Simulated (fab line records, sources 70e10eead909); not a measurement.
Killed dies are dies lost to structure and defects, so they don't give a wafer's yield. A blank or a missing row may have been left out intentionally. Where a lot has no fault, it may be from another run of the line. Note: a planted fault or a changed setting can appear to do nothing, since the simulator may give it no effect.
fab line records ; flow nandHarc ; part 2 of 2: steps 5 to 6 of 6
record lots=23; wafers=69; lastDay=24
route steps=1159 shown A_STAIRCASE@532
lots untouched by any fault: they come from a run of this same line in which no faults occurred
startH: start of the lot's first displayed wafer, in hours after the record's first day ; waitH: how many hours have passed since the lot's step before this one ; " unchanged from the row above ; L1.1+2: several wafers, shown together as one row ; - no value present, or no start provided ; * or withheld: withheld ; < > ~ a bound
route shown NAME@n: a module of which the file shows steps, and the number in the route of the first ; usual: average and standard deviation across the fault-free wafers ; same: alike in all rows ; chamber/n: place in a boat ; sites: per-site readings ; _std_site: their standard deviation ; _edge_site: outer sites' mean less inner sites' ; radiusMm: how far each site lies from the wafer's centre ; mask NAME#n: copy n ; behind: tool/chamber where the wafer was last shaped ; hold: reason for holding the lot/hours on hold/outcome of the hold ; device: names the non-switching transistor (n, p or np) ; end of line: tests run on the same wafers once the route is complete ; a step without rows: its recipe alone ; killed: count of dies lost to structure and defects at first sort (not the wafer's yield) ; map: the dies of a wafer, with x for killed, . for not killed, _ for no die there
set.NAME: the run value of the setting; set.NAME@STEP: its run value at that earlier step ; model.NAME: the simulator's own value behind a step, which no gauge read
the route's steps for a sample of lots (tables are steps, rows are wafers)
services: when a tool's chamber went out of use (startH, in hours from the record's first day, below 0 if earlier), for how many hours, and the reason
## steps
# step NHARC_A_STAIRCASE_ETCH_188
# recipe targetDepthA=1000; timeS=40.5; ionEnergyEv=400; c4f8FlowSccm=20; o2FlowSccm=10; arFlowSccm=withheld; rfW=600; biasW=1000; chemistry=C4F8/O2
# usual oesProductAu=0.942/0.013; rfVppV=894/4.5
lot.wafer;tool;chamber;startH;waitH;oesProductAu;rfHoursCounterH;rfVppV
L075.2;rieDiel-12;1;-;-;0.939;13;890
L075.3;rieDiel-12;3;-;-;0.932;14;902
L075.6;rieDiel-12;0;-;-;0.954;-;893
L074.3;rieDiel-03;1;-;-;0.925;7;890
L074.4;rieDiel-03;3;-;-;0.928;5;893
L074.5;rieDiel-03;1;-;-;0.932;-;892
L077.2;rieDiel-08;3;-;-;0.947;44;893
L077.4;rieDiel-08;0;-;-;0.938;42;890
L077.5;rieDiel-08;3;-;-;0.946;-;894
L076.3;rieDiel-08;1;-;-;0.979;46;893
L076.4;rieDiel-08;3;-;-;0.938;48;894
L076.2;rieDiel-08;0;-;-;0.939;46;890
L080.3;rieDiel-03;3;-;-;0.934;14;892
L080.1;rieDiel-03;1;-;-;0.940;18;889
L080.6;rieDiel-03;0;-;-;0.936;-;887
L078.2;rieDiel-08;3;-;-;0.934;53;893
L078.1;rieDiel-08;1;-;-;0.954;53;891
L078.6;rieDiel-08;2;-;-;0.944;-;899
L079.1;rieDiel-12;0;-;-;0.945;25;893
L079.2;rieDiel-12;2;-;-;0.948;21;901
L079.5;rieDiel-12;0;-;-;0.951;-;894
L081.4;rieDiel-12;0;-;-;0.942;30;895
L081.1;rieDiel-12;1;-;-;0.939;28;890
L081.2;rieDiel-12;2;-;-;0.944;25;901
L082.4;rieDiel-12;0;-;-;0.937;35;893
L082.1;rieDiel-12;2;-;-;0.941;29;902
L082.5;rieDiel-12;0;-;-;0.935;-;893
L083.2;rieDiel-08;1;-;-;0.942;60;892
L083.3;rieDiel-08;2;-;-;0.928;62;898
L083.6;rieDiel-08;3;-;-;0.936;-;893
L084.2;rieDiel-12;2;-;-;0.934;34;901
L084.1;rieDiel-12;3;-;-;0.921;40;901
L084.5;rieDiel-12;2;-;-;0.944;-;899
L085.4;rieDiel-12;1;-;-;0.918;36;890
L085.2;rieDiel-12;3;-;-;0.950;41;901
L085.5;rieDiel-12;1;-;-;0.919;-;890
L086.2;rieDiel-03;2;-;-;0.945;29;889
L086.6;rieDiel-03;2;-;-;0.947;-;888
L086.5;rieDiel-03;3;-;-;0.954;-;894
L087.1;rieDiel-12;2;-;-;0.926;38;901
L087.2;rieDiel-12;3;-;-;0.924;44;902
L087.4;rieDiel-12;1;-;-;0.924;-;891
L088.3;rieDiel-12;3;-;-;0.939;48;899
L088.5;rieDiel-12;3;-;-;0.928;-;901
L088.4;rieDiel-12;2;-;-;0.940;-;899
L089.2;rieDiel-08;3;-;-;0.959;8;893
L089.4;rieDiel-08;0;-;-;0.939;7;891
L089.6;rieDiel-08;3;-;-;0.943;-;892
L090.3;rieDiel-08;3;-;-;0.929;9;894
L090.1;rieDiel-08;1;-;-;0.935;7;891
L090.5;rieDiel-08;2;-;-;0.924;-;897
L091.1;rieDiel-03;3;-;-;0.962;40;894
L091.2;rieDiel-03;1;-;-;0.949;41;889
L091.5;rieDiel-03;3;-;-;0.977;-;893
L092.3;rieDiel-12;1;-;-;0.945;54;889
L092.2;rieDiel-12;2;-;-;0.946;54;898
L092.6;rieDiel-12;2;-;-;0.942;-;900
L094.1;rieDiel-12;1;-;-;0.935;57;889
L094.3;rieDiel-12;0;-;-;0.966;45;894
L094.6;rieDiel-12;1;-;-;0.943;-;889
L093.4;rieDiel-03;1;-;-;0.969;48;890
L093.1;rieDiel-03;2;-;-;0.963;46;890
L093.2;rieDiel-03;3;-;-;0.949;45;893
L095.2;rieDiel-03;1;-;-;0.967;50;891
L095.4;rieDiel-03;2;-;-;0.955;47;890
L095.6;rieDiel-03;0;-;-;0.969;-;887
L097.4;rieDiel-08;0;-;-;0.939;26;889
L097.3;rieDiel-08;2;-;-;0.945;25;898
L097.5;rieDiel-08;0;-;-;0.934;-;888
# step NHARC_A_STAIRCASE_TRIM_189
# recipe timeS=211.2; o2FlowSccm=500; arFlowSccm=0; biasW=0; chemistry=O2
# usual drypumpMotorCurrentA=6.0/0.39; oesProductAu=1.000/0.0094; rfVppV=57.6/0.83; showerheadPlenumPTorr=3.47/0.12; throttleValvePct=17.036/0.0086
lot.wafer;tool;chamber;startH;waitH;drypumpMotorCurrentA;oesProductAu;rfHoursCounterH;rfVppV;showerheadPlenumPTorr;throttleValvePct
L075.3;rieDiel-12;1;-;-;5.9;0.988;13;58.1;3.37;17.044
L075.2;rieDiel-12;3;-;-;6.5;0.999;14;58.2;3.68;17.040
L075.6;rieDiel-12;0;-;-;5.7;0.994;-;57.3;3.47;17.034
L074.3;rieDiel-03;3;-;-;5.3;0.992;5;57.2;3.47;17.032
L074.4;rieDiel-03;1;-;-;6.0;0.997;8;56.5;3.40;17.049
L074.5;rieDiel-03;2;-;-;5.6;1.006;-;58.2;3.36;17.045
L077.2;rieDiel-08;1;-;-;5.9;1.020;42;59.6;3.43;17.024
L077.4;rieDiel-08;2;-;-;6.5;0.997;45;58.0;3.59;17.029
L077.5;rieDiel-08;1;-;-;5.9;1.017;-;56.6;3.43;17.037
L076.4;rieDiel-08;1;-;-;5.9;1.003;46;56.3;3.43;17.050
L076.3;rieDiel-08;2;-;-;6.4;1.005;48;58.8;3.59;17.028
L076.2;rieDiel-08;0;-;-;6.2;0.977;46;57.0;3.34;17.041
L080.3;rieDiel-03;0;-;-;6.5;1.006;17;56.2;3.32;17.047
L080.1;rieDiel-03;1;-;-;6.0;0.995;18;58.5;3.40;17.033
L080.6;rieDiel-03;3;-;-;5.3;0.996;-;57.4;3.46;17.037
L078.1;rieDiel-08;0;-;-;6.3;1.004;52;57.4;3.34;17.026
L078.2;rieDiel-08;3;-;-;5.6;0.996;53;59.7;3.44;17.039
L078.6;rieDiel-08;0;-;-;6.2;0.996;-;56.9;3.34;17.049
L079.1;rieDiel-12;3;-;-;6.5;1.007;25;57.3;3.68;17.036
L079.2;rieDiel-12;1;-;-;5.9;0.994;23;58.6;3.36;17.039
L079.5;rieDiel-12;3;-;-;6.5;0.999;-;58.4;3.68;17.039
L081.4;rieDiel-12;3;-;-;6.5;0.988;29;58.7;3.67;17.047
L081.2;rieDiel-12;1;-;-;5.9;0.983;28;57.3;3.36;17.036
L081.1;rieDiel-12;2;-;-;6.3;0.996;25;57.4;3.66;17.039
L082.1;rieDiel-12;1;-;-;5.9;0.987;31;58.8;3.36;17.033
L082.4;rieDiel-12;3;-;-;6.5;0.995;35;57.8;3.67;17.026
L082.5;rieDiel-12;2;-;-;6.3;0.990;-;57.0;3.65;17.022
L083.3;rieDiel-08;3;-;-;5.5;0.999;61;56.5;3.43;17.023
L083.2;rieDiel-08;2;-;-;6.5;0.992;62;57.9;3.58;17.039
L083.6;rieDiel-08;0;-;-;6.2;0.994;-;56.5;3.33;17.037
L084.2;rieDiel-12;1;-;-;5.9;0.995;35;57.6;3.36;17.023
L084.1;rieDiel-12;3;-;-;6.5;0.993;40;57.6;3.67;17.020
L084.5;rieDiel-12;0;-;-;5.6;1.007;-;58.0;3.45;17.048
L085.2;rieDiel-12;3;-;-;6.5;1.003;41;56.4;3.67;17.016
L085.4;rieDiel-12;0;-;-;5.6;0.994;40;57.8;3.45;17.040
L085.5;rieDiel-12;2;-;-;6.3;1.004;-;58.3;3.65;17.056
L086.2;rieDiel-03;3;-;-;5.3;1.008;27;57.3;3.45;17.024
L086.6;rieDiel-03;2;-;-;5.6;1.009;-;57.2;3.35;17.045
L086.5;rieDiel-03;3;-;-;5.3;1.006;-;58.4;3.45;17.043
L087.2;rieDiel-12;3;-;-;6.5;0.993;44;57.8;3.67;17.033
L087.1;rieDiel-12;1;-;-;5.9;1.000;39;57.2;3.36;17.023
L087.4;rieDiel-12;1;-;-;5.9;0.997;-;55.9;3.36;17.032
L088.3;rieDiel-12;1;-;-;5.9;0.992;43;56.9;3.35;17.030
L088.5;rieDiel-12;3;-;-;6.5;1.005;-;57.8;3.66;17.049
L088.4;rieDiel-12;2;-;-;6.3;1.006;-;58.6;3.65;17.034
L089.4;rieDiel-08;0;-;-;6.3;0.999;7;56.7;3.33;17.037
L089.2;rieDiel-08;2;-;-;6.5;0.992;8;57.8;3.58;17.039
L089.6;rieDiel-08;1;-;-;5.9;1.009;-;57.8;3.41;17.039
L090.1;rieDiel-08;0;-;-;6.3;0.993;8;57.7;3.33;17.036
L090.3;rieDiel-08;1;-;-;5.9;0.992;7;58.7;3.41;17.037
L090.5;rieDiel-08;1;-;-;5.9;0.998;-;57.5;3.41;17.031
L091.1;rieDiel-03;3;-;-;5.3;1.022;40;57.1;3.45;17.037
L091.2;rieDiel-03;0;-;-;6.5;1.019;40;57.6;3.31;17.050
L091.5;rieDiel-03;3;-;-;5.3;1.030;-;56.5;3.45;17.026
L092.2;rieDiel-12;2;-;-;6.3;1.002;54;58.1;3.64;17.038
L092.3;rieDiel-12;0;-;-;5.7;0.998;43;56.5;3.45;17.022
L092.6;rieDiel-12;1;-;-;5.9;0.986;-;56.5;3.35;17.034
L094.3;rieDiel-12;2;-;-;6.3;1.000;57;57.9;3.64;17.036
L094.1;rieDiel-12;1;-;-;5.9;1.002;57;57.6;3.35;17.046
L094.6;rieDiel-12;3;-;-;6.5;0.985;-;58.0;3.66;17.023
L093.1;rieDiel-03;3;-;-;5.3;1.008;45;58.4;3.44;17.026
L093.2;rieDiel-03;0;-;-;6.5;1.009;47;58.2;3.30;17.035
L093.4;rieDiel-03;2;-;-;5.6;1.012;46;57.7;3.34;17.052
L095.2;rieDiel-03;2;-;-;5.5;1.006;48;57.8;3.34;17.032
L095.4;rieDiel-03;0;-;-;6.5;1.021;49;57.4;3.30;17.033
L095.6;rieDiel-03;3;-;-;5.3;1.010;-;56.6;3.44;17.041
L097.4;rieDiel-08;0;-;-;6.2;0.988;26;56.5;3.32;17.035
L097.3;rieDiel-08;1;-;-;5.9;1.004;24;56.9;3.40;17.039
L097.5;rieDiel-08;1;-;-;5.9;1.004;-;57.5;3.40;17.033
## services
tool;chamber;startH;hours;kind
rieDiel-12;0;211.45;-;clean
rieDiel-12;1;211.45;-;clean
rieDiel-12;2;211.45;-;clean
rieDiel-12;3;211.45;-;clean
rieDiel-03;-;215.49;9.0;pm
rieDiel-12;2;227.10;3.9;repair
rieDiel-12;0;235.95;-;clean
rieDiel-12;1;235.95;-;clean
rieDiel-12;2;235.95;-;clean
rieDiel-12;3;235.95;-;clean
rieDiel-12;0;260.45;-;clean
rieDiel-12;1;260.45;-;clean
rieDiel-12;2;260.45;-;clean
rieDiel-12;3;260.45;-;clean
plasmaAsher-01;-;276.12;9.0;pm
rieDiel-12;0;284.95;-;clean
rieDiel-12;1;284.95;-;clean
rieDiel-12;2;284.95;-;clean
rieDiel-08;-;301.95;9.0;pm
rieDiel-12;0;306.04;36.1;repair
plasmaAsher-01;-;321.28;6.1;repair
plasmaAsher-02;-;360.11;9.0;pm
plasmaAsher-02;-;375.09;1.2;repair
rieDiel-12;-;379.45;9.0;pm
